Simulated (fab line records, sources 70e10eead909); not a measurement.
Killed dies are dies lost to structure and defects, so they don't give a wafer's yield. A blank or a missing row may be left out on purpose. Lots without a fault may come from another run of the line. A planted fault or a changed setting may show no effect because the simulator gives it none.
Which tool did it? | flow nand_harc | 24 lots, 72 wafers sampled, at 6 steps of a route of 1302

WHAT THE GAUGES READ, wafer by wafer
The record holds no reading of a measuring or inspecting step that can be judged against a usual standard deviation.

WHICH TOOL RAN EACH LOT (tool, then ch and the chambers of the sampled wafers, then the start)
lot  | NHARC_A_BLC_ALD_23                  | NHARC_A_BLC_CMP_25            | NHARC_A_M0_DESCUM_14               | NHARC_A_M0_ETCH_15                            | NHARC_A_M0_ANNEAL_30             | NHARC_A_M1_DESCUM_14
L074 | ald_metal-03 ch 0,2,3, day 22 07:32 | cmp-02 ch 1,2, day 22 08:14   | rie_diel-02 ch 0,2, day 22 09:37   | rie_diel-02 ch 0,2, day 22 11:28 or earlier   | rtp_anneal-02 ch 0, day 22 11:28 | rie_diel-05 ch 0,3, day 22 13:58
L075 | ald_metal-04 ch 0,3, day 23 00:46   | cmp-01 ch 0,3, day 23 01:29   | rie_diel-03 ch 2,3, day 23 02:59   | rie_diel-03 ch 0,2, day 23 04:43 or earlier   | rtp_anneal-01 ch 0, day 23 04:43 | rie_diel-01 ch 0,2,3, day 23 06:59
L076 | ald_metal-03 ch 2,3, day 23 03:35   | cmp-04 ch 2,3, day 23 04:17   | rie_diel-03 ch 0,3, day 23 05:47   | rie_diel-03 ch 0,1,2, day 23 07:35 or earlier | rtp_anneal-01 ch 0, day 23 07:35 | rie_diel-06 ch 0,2,3, day 23 09:50
L077 | ald_metal-01 ch 0,1,3, day 23 08:19 | cmp-04 ch 1,2,3, day 23 09:05 | rie_diel-02 ch 0,1,3, day 23 10:33 | rie_diel-02 ch 0,1,2, day 23 12:11 or earlier | rtp_anneal-01 ch 0, day 23 12:11 | rie_diel-01 ch 1,2,3, day 23 14:37
L078 | ald_metal-04 ch 2,3, day 23 23:54   | cmp-04 ch 0,1,3, day 24 00:38 | rie_diel-02 ch 0,2, day 24 02:05   | rie_diel-02 ch 0,1,3, day 24 03:53 or earlier | rtp_anneal-02 ch 0, day 24 03:53 | rie_diel-05 ch 0,2, day 24 06:22
L080 | ald_metal-03 ch 1,2,3, day 24 13:16 | cmp-01 ch 0,1,2, day 24 14:01 | rie_diel-03 ch 0,2,3, day 24 15:29 | rie_diel-03 ch 1,3, day 24 17:21 or earlier   | rtp_anneal-01 ch 0, day 24 17:21 | rie_diel-01 ch 0,2, day 24 19:46
L079 | ald_metal-01 ch 2,3, day 24 17:37   | cmp-02 ch 1,2,3, day 24 18:24 | rie_diel-03 ch 0,1,2, day 24 19:51 | rie_diel-03 ch 2,3, day 24 21:30 or earlier   | rtp_anneal-01 ch 0, day 24 21:30 | rie_diel-06 ch 1,2,3, day 25 00:14
L081 | ald_metal-04 ch 0,1,2, day 25 04:25 | cmp-02 ch 0,1,2, day 25 05:08 | rie_diel-02 ch 0,1, day 25 06:38   | rie_diel-02 ch 0,1, day 25 08:24 or earlier   | rtp_anneal-02 ch 0, day 25 08:24 | rie_diel-06 ch 0,2,3, day 25 10:58
L082 | ald_metal-04 ch 0,1,3, day 26 07:37 | cmp-01 ch 0,2, day 26 08:19   | rie_diel-02 ch 0,1,2, day 26 09:50 | rie_diel-02 ch 0,1, day 26 11:28 or earlier   | rtp_anneal-02 ch 0, day 26 11:28 | rie_diel-06 ch 0,3, day 26 13:53
L083 | ald_metal-03 ch 0,1,2, day 26 08:47 | cmp-02 ch 1,2,3, day 26 09:33 | rie_diel-02 ch 0,2, day 26 11:13   | rie_diel-02 ch 0,2,3, day 26 12:53 or earlier | rtp_anneal-02 ch 0, day 26 12:53 | rie_diel-05 ch 0,2, day 26 15:20
L084 | ald_metal-01 ch 0,1, day 26 10:26   | cmp-02 ch 2,3, day 26 11:10   | rie_diel-02 ch 0,3, day 26 12:38   | rie_diel-02 ch 0,3, day 26 14:17 or earlier   | rtp_anneal-01 ch 0, day 26 14:17 | rie_diel-01 ch 2,3, day 26 16:34
L086 | ald_metal-04 ch 0,1, day 26 22:02   | cmp-01 ch 0,3, day 26 22:49   | rie_diel-11 ch 0,1,3, day 27 00:10 | rie_diel-11 ch 0,1,3, day 27 01:56 or earlier | rtp_anneal-02 ch 0, day 27 01:56 | rie_diel-06 ch 1,3, day 27 04:06
L085 | ald_metal-01 ch 0,2,3, day 26 23:44 | cmp-01 ch 0,3, day 27 00:26   | rie_diel-02 ch 1,2,3, day 27 01:58 | rie_diel-02 ch 2,3, day 27 03:38 or earlier   | rtp_anneal-02 ch 0, day 27 03:38 | rie_diel-05 ch 0,1,2, day 27 06:01
L089 | ald_metal-04 ch 0,2,3, day 27 20:29 | cmp-02 ch 0,1,3, day 27 21:16 | rie_diel-02 ch 1,2, day 27 22:35   | rie_diel-02 ch 0,3, day 28 00:18 or earlier   | rtp_anneal-01 ch 0, day 28 00:18 | rie_diel-06 ch 1,3, day 28 02:39
L087 | ald_metal-03 ch 0,2,3, day 28 04:35 | cmp-02 ch 2,3, day 28 05:22   | rie_diel-11 ch 1,2, day 28 06:46   | rie_diel-11 ch 0,1,2, day 28 08:28 or earlier | rtp_anneal-01 ch 0, day 28 08:28 | rie_diel-01 ch 2,3, day 28 10:50
L088 | ald_metal-01 ch 0,1, day 28 04:41   | cmp-01 ch 0,1, day 28 05:26   | rie_diel-02 ch 1,2, day 28 06:55   | rie_diel-02 ch 0,1, day 28 08:37 or earlier   | rtp_anneal-02 ch 0, day 28 08:37 | rie_diel-05 ch 1,2,3, day 28 11:00
L091 | ald_metal-04 ch 1,2, day 29 04:05   | cmp-04 ch 1,2,3, day 29 04:52 | rie_diel-02 ch 0,2,3, day 29 06:12 | rie_diel-02 ch 0,1,2, day 29 07:53 or earlier | rtp_anneal-01 ch 0, day 29 07:53 | rie_diel-01 ch 0,1,3, day 29 10:09
L090 | ald_metal-03 ch 1,2,3, day 29 20:47 | cmp-04 ch 1,3, day 29 21:29   | rie_diel-03 ch 1,2, day 29 22:58   | rie_diel-03 ch 0,2, day 30 00:40 or earlier   | rtp_anneal-02 ch 0, day 30 00:40 | rie_diel-01 ch 0,3, day 30 03:04
L094 | ald_metal-04 ch 0,1,2, day 30 15:36 | cmp-04 ch 0,1,2, day 30 16:22 | rie_diel-03 ch 0,2,3, day 30 17:49 | rie_diel-03 ch 0,1,3, day 30 19:32 or earlier | rtp_anneal-02 ch 0, day 30 19:32 | rie_diel-01 ch 0,1,3, day 30 21:56
L092 | ald_metal-03 ch 0,1,3, day 30 17:37 | cmp-01 ch 0,1, day 30 18:19   | rie_diel-11 ch 0,3, day 30 19:47   | rie_diel-11 ch 2,3, day 30 21:37 or earlier   | rtp_anneal-01 ch 0, day 30 21:37 | rie_diel-06 ch 0,2,3, day 30 23:44
L093 | ald_metal-01 ch 0,1,2, day 30 18:44 | cmp-02 ch 0,1, day 30 19:26   | rie_diel-02 ch 0,1, day 30 20:52   | rie_diel-02 ch 1,2, day 30 22:44 or earlier   | rtp_anneal-01 ch 0, day 30 22:44 | rie_diel-01 ch 0,2,3, day 31 01:00
L096 | ald_metal-04 ch 0,3, day 31 01:51   | cmp-01 ch 1,2,3, day 31 03:04 | rie_diel-02 ch 0,1,2, day 31 04:25 | rie_diel-02 ch 0,1,2, day 31 06:05 or earlier | rtp_anneal-01 ch 0, day 31 06:05 | rie_diel-06 ch 1,2, day 31 08:19
L095 | ald_metal-01 ch 0,3, day 31 07:56   | cmp-02 ch 0,1, day 31 08:41   | rie_diel-03 ch 1,2,3, day 31 10:12 | rie_diel-03 ch 0,1, day 31 11:50 or earlier   | rtp_anneal-01 ch 0, day 31 11:50 | rie_diel-05 ch 0,3, day 31 14:14
L097 | ald_metal-03 ch 2,3, day 31 21:55   | cmp-01 ch 2,3, day 31 22:39   | rie_diel-11 ch 2,3, day 32 00:01   | rie_diel-11 ch 2,3, day 32 01:55 or earlier   | rtp_anneal-01 ch 0, day 32 01:55 | rie_diel-05 ch 0,1, day 32 04:18
- NHARC_A_BLC_ALD_23: deposits TiN, target thk 3 nm, pulse time 1 s, ald cycles 150.
- NHARC_A_BLC_CMP_25: polishes, t overpolish 30 s, target thk 150 nm.
- NHARC_A_M0_DESCUM_14: chemistry O2, time 3 s.
- NHARC_A_M0_ETCH_15: etches the open film in C4F8/Ar, target depth 150 nm, overetch 15 nm, time 82.5 s.
- NHARC_A_M0_ANNEAL_30: time 90 s.
- NHARC_A_M1_DESCUM_14: chemistry O2, time 3 s.

WHAT THE TOOLS THEMSELVES READ (means of the sampled wafers that have a number; where no wafer has one, the mark that the record gives instead)
NHARC_A_BLC_ALD_23.
lot  | tool         | heater_power_w (W) | precursor_pulse_height_rel
L074 | ald_metal-03 | 1070               | 1.006
L075 | ald_metal-04 | 1098               | 1.016
L076 | ald_metal-03 | 1075               | 1.000
L077 | ald_metal-01 | 1015               | 0.987
L078 | ald_metal-04 | 931                | 0.982
L080 | ald_metal-03 | 1083               | 1.013
L079 | ald_metal-01 | 1060               | 1.001
L081 | ald_metal-04 | 983                | 1.001
L082 | ald_metal-04 | 1030               | 1.010
L083 | ald_metal-03 | 1107               | 0.989
L084 | ald_metal-01 | 999                | 1.017
L086 | ald_metal-04 | 973                | 1.008
L085 | ald_metal-01 | 1043               | 1.017
L089 | ald_metal-04 | 1035               | 1.003
L087 | ald_metal-03 | 1041               | 0.984
L088 | ald_metal-01 | 998                | 1.001
L091 | ald_metal-04 | 865                | 0.996
L090 | ald_metal-03 | 1040               | 1.003
L094 | ald_metal-04 | 931                | 1.034
L092 | ald_metal-03 | 1049               | 0.981
L093 | ald_metal-01 | 1025               | 1.006
L096 | ald_metal-04 | 1055               | 0.994
L095 | ald_metal-01 | 1079               | 1.017
L097 | ald_metal-03 | 1005               | 0.999

NHARC_A_BLC_CMP_25.
lot  | tool   | motor_current_A (A) | overpolish_run_s (s) | time_to_endpoint_s (s)
L074 | cmp-02 | 12.2                | 30.005               | 30.9
L075 | cmp-01 | 11.1                | 30.006               | 30.1
L076 | cmp-04 | 11.7                | 30.000               | 27.0
L077 | cmp-04 | 11.8                | 30.002               | 29.1
L078 | cmp-04 | 11.9                | 29.999               | 32.5
L080 | cmp-01 | 12.8                | 30.002               | 29.0
L079 | cmp-02 | 12.4                | 30.003               | 31.3
L081 | cmp-02 | 12.2                | 30.000               | 28.7
L082 | cmp-01 | 12.5                | 29.996               | 28.8
L083 | cmp-02 | 12.1                | 29.997               | 27.8
L084 | cmp-02 | 12.2                | 30.001               | 29.7
L086 | cmp-01 | 11.2                | 29.997               | 32.1
L085 | cmp-01 | 11.2                | 29.998               | 30.5
L089 | cmp-02 | 12.7                | 30.001               | 30.4
L087 | cmp-02 | 12.0                | 29.994               | 32.1
L088 | cmp-01 | 12.4                | 30.001               | 29.0
L091 | cmp-04 | 11.7                | 29.997               | 29.1
L090 | cmp-04 | 12.0                | 30.006               | 29.1
L094 | cmp-04 | 11.3                | 29.999               | 27.4
L092 | cmp-01 | 12.8                | 29.991               | 25.8
L093 | cmp-02 | 12.3                | 29.997               | 30.9
L096 | cmp-01 | 12.2                | 30.005               | 27.7
L095 | cmp-02 | 12.1                | 29.995               | 33.1
L097 | cmp-01 | 11.3                | 29.996               | 31.9

NHARC_A_M0_DESCUM_14.
lot  | tool        | drypump_motor_current_A (A) | oes_product_au (a.u.) | rf_vpp_V (V) | showerhead_plenum_p_Torr (Torr) | throttle_valve_pct (%)
L074 | rie_diel-02 | 5.9                         | 0.998                 | 56.9         | 1.96                            | 11.311
L075 | rie_diel-03 | 5.6                         | 0.997                 | 59.0         | 2.02                            | 11.309
L076 | rie_diel-03 | 5.0                         | 1.001                 | 59.0         | 2.00                            | 11.310
L077 | rie_diel-02 | 6.1                         | 0.999                 | 57.6         | 2.00                            | 11.307
L078 | rie_diel-02 | 5.9                         | 0.992                 | 58.0         | 1.96                            | 11.323
L080 | rie_diel-03 | 5.5                         | 0.995                 | 57.4         | 2.00                            | 11.313
L079 | rie_diel-03 | 5.8                         | 0.999                 | 57.2         | 1.93                            | 11.309
L081 | rie_diel-02 | 6.2                         | 1.002                 | 57.8         | 2.00                            | 11.309
L082 | rie_diel-02 | 6.1                         | 0.998                 | 58.6         | 1.99                            | 11.318
L083 | rie_diel-02 | 5.9                         | 1.006                 | 57.6         | 1.98                            | 11.310
L084 | rie_diel-02 | 6.0                         | 0.997                 | 58.2         | 2.01                            | 11.316
L086 | rie_diel-11 | 6.0                         | 1.000                 | 58.2         | 1.95                            | 11.315
L085 | rie_diel-02 | 6.2                         | 0.997                 | 58.5         | 2.03                            | 11.305
L089 | rie_diel-02 | 6.1                         | 0.995                 | 58.3         | 2.01                            | 11.320
L087 | rie_diel-11 | 6.0                         | 0.995                 | 57.9         | 2.00                            | 11.311
L088 | rie_diel-02 | 6.3                         | 0.993                 | 59.3         | 2.02                            | 11.306
L091 | rie_diel-02 | 6.0                         | 1.004                 | 58.2         | 2.00                            | 11.318
L090 | rie_diel-03 | 6.0                         | 1.005                 | 57.6         | 1.94                            | 11.315
L094 | rie_diel-03 | 5.5                         | 0.993                 | 57.9         | 2.00                            | 11.310
L092 | rie_diel-11 | 5.9                         | 0.999                 | 57.7         | 1.92                            | 11.308
L093 | rie_diel-02 | 6.2                         | 1.000                 | 58.4         | 1.99                            | 11.315
L096 | rie_diel-02 | 6.1                         | 1.006                 | 58.4         | 1.99                            | 11.308
L095 | rie_diel-03 | 5.6                         | 1.003                 | 58.0         | 1.94                            | 11.307
L097 | rie_diel-11 | 5.8                         | 0.993                 | 58.2         | 1.93                            | 11.321

NHARC_A_M0_ETCH_15.
lot  | tool        | oes_product_au (a.u.) | rf_vpp_V (V)
L074 | rie_diel-02 | 0.963                 | 443.0
L075 | rie_diel-03 | 0.929                 | 443.0
L076 | rie_diel-03 | 0.971                 | 441.3
L077 | rie_diel-02 | 0.965                 | 443.0
L078 | rie_diel-02 | 0.924                 | 443.6
L080 | rie_diel-03 | 0.921                 | 442.8
L079 | rie_diel-03 | 0.923                 | 444.0
L081 | rie_diel-02 | 0.966                 | 443.6
L082 | rie_diel-02 | 0.967                 | 444.2
L083 | rie_diel-02 | 0.958                 | 443.5
L084 | rie_diel-02 | 0.954                 | 443.9
L086 | rie_diel-11 | 0.976                 | 441.8
L085 | rie_diel-02 | 0.954                 | 443.8
L089 | rie_diel-02 | 0.978                 | 444.5
L087 | rie_diel-11 | 0.965                 | 444.2
L088 | rie_diel-02 | 0.945                 | 442.1
L091 | rie_diel-02 | 0.915                 | 443.1
L090 | rie_diel-03 | 0.925                 | 442.5
L094 | rie_diel-03 | 0.974                 | 441.5
L092 | rie_diel-11 | 0.964                 | 441.7
L093 | rie_diel-02 | 0.978                 | 444.2
L096 | rie_diel-02 | 0.929                 | 442.6
L095 | rie_diel-03 | 0.922                 | 440.9
L097 | rie_diel-11 | 0.951                 | 441.3

NHARC_A_M0_ANNEAL_30.
lot  | tool          | anneal_temp_c_max | wafer_temp_C_max
L074 | rtp_anneal-02 | 225.70            | 226.8
L075 | rtp_anneal-01 | 226.33            | 226.9
L076 | rtp_anneal-01 | 225.77            | 226.8
L077 | rtp_anneal-01 | 225.77            | 227.0
L078 | rtp_anneal-02 | 226.06            | 227.2
L080 | rtp_anneal-01 | 225.81            | 226.9
L079 | rtp_anneal-01 | 225.76            | 226.6
L081 | rtp_anneal-02 | 225.98            | 226.8
L082 | rtp_anneal-02 | 225.96            | 226.8
L083 | rtp_anneal-02 | 226.27            | 226.5
L084 | rtp_anneal-01 | 225.67            | 227.1
L086 | rtp_anneal-02 | 225.84            | 226.9
L085 | rtp_anneal-02 | 226.32            | 226.9
L089 | rtp_anneal-01 | 225.69            | 226.4
L087 | rtp_anneal-01 | 225.79            | 227.0
L088 | rtp_anneal-02 | 226.04            | 226.7
L091 | rtp_anneal-01 | 225.76            | 227.0
L090 | rtp_anneal-02 | 225.89            | 226.9
L094 | rtp_anneal-02 | 225.85            | 226.6
L092 | rtp_anneal-01 | 225.58            | 227.0
L093 | rtp_anneal-01 | 225.75            | 227.0
L096 | rtp_anneal-01 | 225.84            | 226.9
L095 | rtp_anneal-01 | 225.71            | 226.4
L097 | rtp_anneal-01 | 225.86            | 226.6

NHARC_A_M1_DESCUM_14.
lot  | tool        | drypump_motor_current_A (A) | oes_product_au (a.u.) | rf_vpp_V (V) | showerhead_plenum_p_Torr (Torr) | throttle_valve_pct (%)
L074 | rie_diel-05 | 5.9                         | 1.003                 | 58.5         | 1.90                            | 11.315
L075 | rie_diel-01 | 5.4                         | 1.006                 | 58.8         | 1.87                            | 11.313
L076 | rie_diel-06 | 6.0                         | 0.998                 | 57.4         | 1.92                            | 11.311
L077 | rie_diel-01 | 5.8                         | 1.008                 | 58.0         | 1.90                            | 11.318
L078 | rie_diel-05 | 5.2                         | 1.000                 | 57.8         | 1.85                            | 11.311
L080 | rie_diel-01 | 5.5                         | 1.001                 | 57.8         | 1.94                            | 11.312
L079 | rie_diel-06 | 5.7                         | 0.997                 | 58.1         | 1.90                            | 11.307
L081 | rie_diel-06 | 6.0                         | 1.005                 | 57.0         | 1.92                            | 11.310
L082 | rie_diel-06 | 6.0                         | 1.000                 | 58.3         | 1.97                            | 11.310
L083 | rie_diel-05 | 5.5                         | 1.002                 | 58.3         | 1.91                            | 11.309
L084 | rie_diel-01 | 5.4                         | 0.995                 | 56.9         | 1.87                            | 11.310
L086 | rie_diel-06 | 5.5                         | 0.993                 | 58.0         | 1.92                            | 11.317
L085 | rie_diel-05 | 5.6                         | 0.998                 | 57.1         | 1.88                            | 11.314
L089 | rie_diel-06 | 5.5                         | 1.000                 | 58.1         | 1.92                            | 11.306
L087 | rie_diel-01 | 5.5                         | 1.004                 | 57.9         | 1.94                            | 11.308
L088 | rie_diel-05 | 5.7                         | 1.000                 | 57.2         | 1.82                            | 11.308
L091 | rie_diel-01 | 5.7                         | 0.998                 | 57.2         | 1.84                            | 11.308
L090 | rie_diel-01 | 5.3                         | 1.009                 | 57.5         | 1.81                            | 11.306
L094 | rie_diel-01 | 5.7                         | 1.011                 | 56.7         | 1.84                            | 11.312
L092 | rie_diel-06 | 6.0                         | 0.999                 | 57.9         | 1.92                            | 11.316
L093 | rie_diel-01 | 5.4                         | 1.004                 | 57.6         | 1.87                            | 11.307
L096 | rie_diel-06 | 5.9                         | 0.997                 | 58.1         | 1.90                            | 11.305
L095 | rie_diel-05 | 5.9                         | 0.993                 | 57.2         | 1.85                            | 11.310
L097 | rie_diel-05 | 5.9                         | 1.004                 | 57.7         | 1.93                            | 11.316

THE ANSWER, worked out from the rows above alone
Rule: what is usual is taken from the lots themselves. Put in order of their means at a reading, lots are off if they are a third of the lots or fewer, leave a main group of 4 or more, and stand apart from it by a gap of 3 or more times the standard deviation of the main group's means; of several such gaps the widest counts. A main group whose means are all the same, to the digits that the tables above print for the reading, isn't used. A lot without any number at a reading at which 4 lots or more have one is off too. The other lots that the step has rows for count as sound. The gauges are gone through in route order, then the tools' own readings, and for those a lot's mean is taken as printed above. The first step at which some lot is off is used, and at that step the reading that is off furthest; a lot without a number counts as furthest.
No lot is off at any reading shown: from this, nothing can be told.

WHAT THE SIMULATOR HAD PUT IN
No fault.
